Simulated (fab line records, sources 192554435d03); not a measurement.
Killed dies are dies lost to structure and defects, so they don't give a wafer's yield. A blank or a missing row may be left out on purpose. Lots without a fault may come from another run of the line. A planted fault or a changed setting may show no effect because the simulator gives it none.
Which tool did it? | flow n5_finfet | 12 lots, 36 wafers sampled, at 2 steps of a route of 1938

WHAT THE GAUGES READ, wafer by wafer
N5_BEOL_M4_INSPECT_59: inspects for defects (darkfield).
lot  | measured     | on                | raw_defect_count
L077 | day 9 01:04  | defect_inspect-02 | 65 68 58
L075 | day 9 06:10  | defect_inspect-01 | 116 102 99
L078 | day 9 10:54  | defect_inspect-01 | 85 47 57
L081 | day 10 16:59 | defect_inspect-01 | 51 65 44
L085 | day 11 14:40 | defect_inspect-02 | 47 41 98
L086 | day 13 02:01 | defect_inspect-01 | 77 68 58
L083 | day 13 11:58 | defect_inspect-01 | 76 68 65
L088 | day 13 20:29 | defect_inspect-02 | 35 40 39
L093 | day 14 17:57 | defect_inspect-02 | 72 92 97
L094 | day 14 22:30 | defect_inspect-01 | 85 71 56
L095 | day 15 15:07 | defect_inspect-02 | 55 55 59
L096 | day 15 22:17 | defect_inspect-01 | 106 105 82

WHICH TOOL RAN EACH LOT (tool, then ch and the chambers of the sampled wafers, then the start)
lot  | N5_BEOL_M4_SPUTTER_86
L077 | pvd_sputter-03, day 8 22:53
L075 | pvd_sputter-01, day 9 03:59
L078 | pvd_sputter-01, day 9 08:43
L081 | pvd_sputter-03, day 10 14:37
L085 | pvd_sputter-03, day 11 12:29
L086 | pvd_sputter-01, day 12 23:50
L083 | pvd_sputter-01, day 13 09:48
L088 | pvd_sputter-02, day 13 18:19
L093 | pvd_sputter-01, day 14 15:46
L094 | pvd_sputter-02, day 14 20:16
L095 | pvd_sputter-02, day 15 12:56
L096 | pvd_sputter-01, day 15 20:01
- N5_BEOL_M4_SPUTTER_86: material Cu, target thk 4.5 nm, time 8.29 s.

THE ANSWER, worked out from the rows above alone
Rule: what is usual is taken from the lots themselves. Put in order of their means at a reading, lots are off if they are a third of the lots or fewer, leave a main group of 4 or more, and stand apart from it by a gap of 3 or more times the standard deviation of the main group's means; of several such gaps the widest counts. A main group whose means are all the same, to the digits that the tables above print for the reading, isn't used. A lot without any number at a reading at which 4 lots or more have one is off too. The other lots that the step has rows for count as sound.
No lot is off at any reading shown: from this, nothing can be told.

WHAT THE SIMULATOR HAD PUT IN
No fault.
